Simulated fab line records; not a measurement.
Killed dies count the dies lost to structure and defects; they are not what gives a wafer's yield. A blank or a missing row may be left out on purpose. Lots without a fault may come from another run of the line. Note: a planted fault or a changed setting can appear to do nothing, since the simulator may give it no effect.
Split-lot experiment / flow n5-finfet / 21 wafers read from 7 lots, route of 1938 steps

== ON THE SPLIT ==
At N5_FIN_SAQP_PEB_14 (peb time 60 s), the setting peb-time-s was moved away from the recipe's 60 s on 4 of the 21 wafers read, by -9.8% to -5.8%. This setting was run at the recipe's value on the other wafers.

== THE PATH FROM SPLIT TO READING: the file shows 1 step between them ==
- N5_FIN_SAQP_DEVELOP_15: develop time 30 s

== THE READING ==
cd-nm at N5_FIN_SAQP_CD_MEAS_16, given in nm (cd target 35.6 nm). On this fab line, fault-free wafers typically give 35.66 nm with a standard deviation of 0.25 nm.

wafer=L075.1; tool, chamber at the split=litho-track-02, 0; peb-time-s as run, s=54.13; against the recipe=-9.8%; cd-nm, nm=37.38; against lot-mates on the recipe=+3.47
wafer=L075.2; tool, chamber at the split=litho-track-02, 0; peb-time-s as run, s=60; against the recipe=recipe; cd-nm, nm=33.91; against lot-mates on the recipe=-
wafer=L075.6; tool, chamber at the split=litho-track-02, 0; peb-time-s as run, s=54.13; against the recipe=-9.8%; cd-nm, nm=37.15; against lot-mates on the recipe=+3.24
wafer=L076.1; tool, chamber at the split=litho-track-02, 0; peb-time-s as run, s=60; against the recipe=recipe; cd-nm, nm=35.79; against lot-mates on the recipe=-
wafer=L076.3; tool, chamber at the split=litho-track-02, 0; peb-time-s as run, s=60; against the recipe=recipe; cd-nm, nm=36.03; against lot-mates on the recipe=-
wafer=L076.5; tool, chamber at the split=litho-track-02, 0; peb-time-s as run, s=60; against the recipe=recipe; cd-nm, nm=35.30; against lot-mates on the recipe=-
wafer=L080.2; tool, chamber at the split=litho-track-04, 0; peb-time-s as run, s=60; against the recipe=recipe; cd-nm, nm=35.36; against lot-mates on the recipe=-
wafer=L080.3; tool, chamber at the split=litho-track-04, 0; peb-time-s as run, s=60; against the recipe=recipe; cd-nm, nm=37.11; against lot-mates on the recipe=-
wafer=L080.4; tool, chamber at the split=litho-track-04, 0; peb-time-s as run, s=60; against the recipe=recipe; cd-nm, nm=37.15; against lot-mates on the recipe=-
wafer=L083.3; tool, chamber at the split=litho-track-04, 0; peb-time-s as run, s=60; against the recipe=recipe; cd-nm, nm=35.76; against lot-mates on the recipe=-
wafer=L083.4; tool, chamber at the split=litho-track-04, 0; peb-time-s as run, s=60; against the recipe=recipe; cd-nm, nm=35.89; against lot-mates on the recipe=-
wafer=L083.5; tool, chamber at the split=litho-track-04, 0; peb-time-s as run, s=60; against the recipe=recipe; cd-nm, nm=35.52; against lot-mates on the recipe=-
wafer=L084.1; tool, chamber at the split=litho-track-01, 0; peb-time-s as run, s=60; against the recipe=recipe; cd-nm, nm=35.54; against lot-mates on the recipe=-
wafer=L084.2; tool, chamber at the split=litho-track-01, 0; peb-time-s as run, s=60; against the recipe=recipe; cd-nm, nm=35.57; against lot-mates on the recipe=-
wafer=L084.5; tool, chamber at the split=litho-track-01, 0; peb-time-s as run, s=60; against the recipe=recipe; cd-nm, nm=35.63; against lot-mates on the recipe=-
wafer=L092.3; tool, chamber at the split=litho-track-04, 0; peb-time-s as run, s=60; against the recipe=recipe; cd-nm, nm=35.83; against lot-mates on the recipe=-
wafer=L092.4; tool, chamber at the split=litho-track-04, 0; peb-time-s as run, s=60; against the recipe=recipe; cd-nm, nm=35.85; against lot-mates on the recipe=-
wafer=L092.5; tool, chamber at the split=litho-track-04, 0; peb-time-s as run, s=60; against the recipe=recipe; cd-nm, nm=36.04; against lot-mates on the recipe=-
wafer=L094.1; tool, chamber at the split=litho-track-01, 0; peb-time-s as run, s=56.53; against the recipe=-5.8%; cd-nm, nm=36.46; against lot-mates on the recipe=+2.63
wafer=L094.4; tool, chamber at the split=litho-track-01, 0; peb-time-s as run, s=60; against the recipe=recipe; cd-nm, nm=33.83; against lot-mates on the recipe=-
wafer=L094.5; tool, chamber at the split=litho-track-01, 0; peb-time-s as run, s=56.53; against the recipe=-5.8%; cd-nm, nm=34.92; against lot-mates on the recipe=+1.09

FIT RESULTS
A straight line over all 21 wafers: cd-nm changes by -0.128 nm for each +1% of peb-time-s; r = -0.45; the points scatter about the line by 0.85 nm.
The same after taking each lot's own level away (the mean of its wafers on the recipe; 21 wafers): -0.338 nm for each +1%; r = -0.93; scatter 0.44 nm.
That fit puts the effect of the largest move of peb-time-s on the reading at 3.3 nm.
The span of the lots' own levels, 33.830 to 36.540 nm, comes to 10.8 times the standard deviation stated above.
So the lot-to-lot level blurs the effect unless lot-mates are compared.
Check: for one of the wafers moved furthest among these (-9.8%), held out of the fit, the line's prediction against its lot-mates is +3.2 nm. Against them it came out at +3.47 nm.

== THESE WAFERS: OTHER SPLITS ==
Other splits were also applied to these wafers ahead of the reading. Each is held against what the fit with the lots' levels taken away leaves over:
other split on the same wafers=N5_ZERO_LAYER_PECVD_02 time-s; wafers away from the commonest value=5; r with cd-nm (lot level and that fit taken away)=+0.12
other split on the same wafers=N5_ZERO_LAYER_COAT_05 spin-rpm; wafers away from the commonest value=8; r with cd-nm (lot level and that fit taken away)=-0.13
other split on the same wafers=N5_WELL_APT_EXPOSE_22 dose-mj; wafers away from the commonest value=8; r with cd-nm (lot level and that fit taken away)=+0.03
other split on the same wafers=N5_WELL_APT_PEB_23 peb-temp-c; wafers away from the commonest value=6; r with cd-nm (lot level and that fit taken away)=+0.27
other split on the same wafers=N5_FIN_SAQP_EXPOSE_13 dose-mj; wafers away from the commonest value=5; r with cd-nm (lot level and that fit taken away)=-0.46

== FILE'S OWN FIT ==
cd-nm changes by -0.337 nm for each +1% of peb-time-s, r = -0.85.
